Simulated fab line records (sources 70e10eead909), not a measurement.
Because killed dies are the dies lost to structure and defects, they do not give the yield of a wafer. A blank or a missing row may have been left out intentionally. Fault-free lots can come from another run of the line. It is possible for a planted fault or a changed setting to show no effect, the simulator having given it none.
Matching of chambers -- flow nand-harc -- rie-diel-11 running NHARC_THIN_TSV_ETCH_44: 4 sister chambers
The step etches the open film in CF4/O2, target depth 1594.2 nm, time 797.1 s. 22 wafers are shown with their chamber, then 11 later ones without.

== WAFERS WITH THEIR CHAMBER ==
wafer,chamber,drypump-motor-current-A (A),rf-vpp-V (V),oes-product-au (a.u.)
L075.1,3,6.3,801,1.028
L075.2,2,6.2,797,1.009
L075.5,3,6.3,804,1.021
L079.3,3,6.3,803,1.016
L079.5,3,6.3,802,1.012
L079.6,2,6.3,795,0.991
L084.3,2,6.3,794,0.995
L084.5,3,6.3,801,1.008
L084.6,0,5.1,797,0.979
L086.1,1,5.5,791,0.994
L086.5,0,5.1,798,0.983
L086.6,1,5.4,789,0.986
L087.1,2,6.2,795,1.001
L087.3,3,6.3,802,1.008
L087.6,3,6.3,803,1.010
L089.3,0,5.1,799,0.997
L089.5,2,6.2,795,0.996
L089.6,1,5.4,791,1.006
L090.2,0,5.1,797,0.995
L090.3,1,5.5,790,1.000
L090.4,3,6.3,801,1.018
L091.3,1,5.4,791,1.003

SIGNATURES (averages over the wafers above)
reading,chamber 0,chamber 1,chamber 2,chamber 3,scatter within a chamber
drypump-motor-current-A,5.100,5.440,6.240,6.300,0.0365
rf-vpp-V,797.75,790.40,795.20,802.12,1.04
oes-product-au,0.98850,0.99780,0.99840,1.01513,0.00755
Rule: for a wafer and a chamber, the distance is found by dividing, reading by reading, the gap between the wafer's reading and the chamber's mean by the reading's scatter, squaring, summing and taking the root. If the next closest chamber is less than 2 further off than the closest, the wafer can't be placed; otherwise it belongs to the closest. The scatter: the root of (the sum of the squares of (reading less its chamber's mean) over the shown wafers, divided by (wafers less chambers)).

== WAFERS MISSING THEIR CHAMBER ==
wafer,drypump-motor-current-A (A),rf-vpp-V (V),oes-product-au (a.u.)
L091.5,6.3,803,1.034
L091.6,6.3,796,1.012
L094.2,5.1,797,0.986
L094.4,5.4,789,0.999
L094.6,5.5,789,1.011
L095.2,6.2,796,1.001
L095.3,6.3,802,1.028
L095.5,6.3,803,1.027
L096.1,6.3,795,0.997
L096.2,5.5,790,0.998
L096.3,6.3,802,1.019

== EACH ONE'S CHAMBER ==
wafer,from the rows above,in truth
L091.5,3,3
L091.6,2,2
L094.2,0,0
L094.4,1,1
L094.6,1,1
L095.2,2,2
L095.3,3,3
L095.5,3,3
L096.1,2,2
L096.2,1,1
L096.3,3,3
11 of 11 placed correctly. Not placeable from these rows: 0. Wrongly placed: 0.
